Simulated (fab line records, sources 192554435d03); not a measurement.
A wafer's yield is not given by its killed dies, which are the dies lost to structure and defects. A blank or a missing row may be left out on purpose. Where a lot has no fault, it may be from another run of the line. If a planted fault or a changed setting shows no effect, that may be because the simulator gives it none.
Matching of chambers    flow n5 finfet    4 sister chambers for N5_BEOL_M12_VIA_ETCH_16 on rie diel-05
The step etches SiOC in C4F8/O2/Ar, target depth 724.8 nm. 4 wafers are shown with their chamber, then 11 later ones without.

## WAFERS PAIRED WITH THEIR CHAMBERS
wafer   chamber  drypump motor current A (A)
L085.5  2        6.6
L092.1  3        4.9
L092.2  0        6.0
L094.1  1        6.4

## WAFERS WITH NO CHAMBER GIVEN
wafer   drypump motor current A (A)
L094.5  6.6
L094.6  4.9
L095.2  6.0
L095.3  6.4
L095.4  6.6
L096.2  6.3
L096.4  6.0
L096.6  4.9
L097.3  4.9
L097.5  6.4
L097.6  6.6

## WHICH CHAMBER EACH ONE RAN IN
wafer   from the rows above  in truth
L094.5  2                    2
L094.6  3                    3
L095.2  0                    0
L095.3  1                    1
L095.4  2                    2
L096.2  1                    1
L096.4  0                    0
L096.6  3                    3
L097.3  3                    3
L097.5  1                    1
L097.6  2                    2
Correct placement for 11 of the 11. Not placeable from these rows: 0. 0 placed wrongly.
How it was worked out, from the rows above alone: a wafer's distance from a chamber is the root of the sum, over the readings, of the square of ((its reading less the chamber's mean) divided by the reading's scatter). The wafer belongs to the nearest chamber; if the next one is less than 2 further off, it can't be placed. Each chamber's mean is taken over the wafers shown for it. The scatter: root of mean squared gap, hidden wafer to nearest shown wafer, with one shown wafer a chamber.
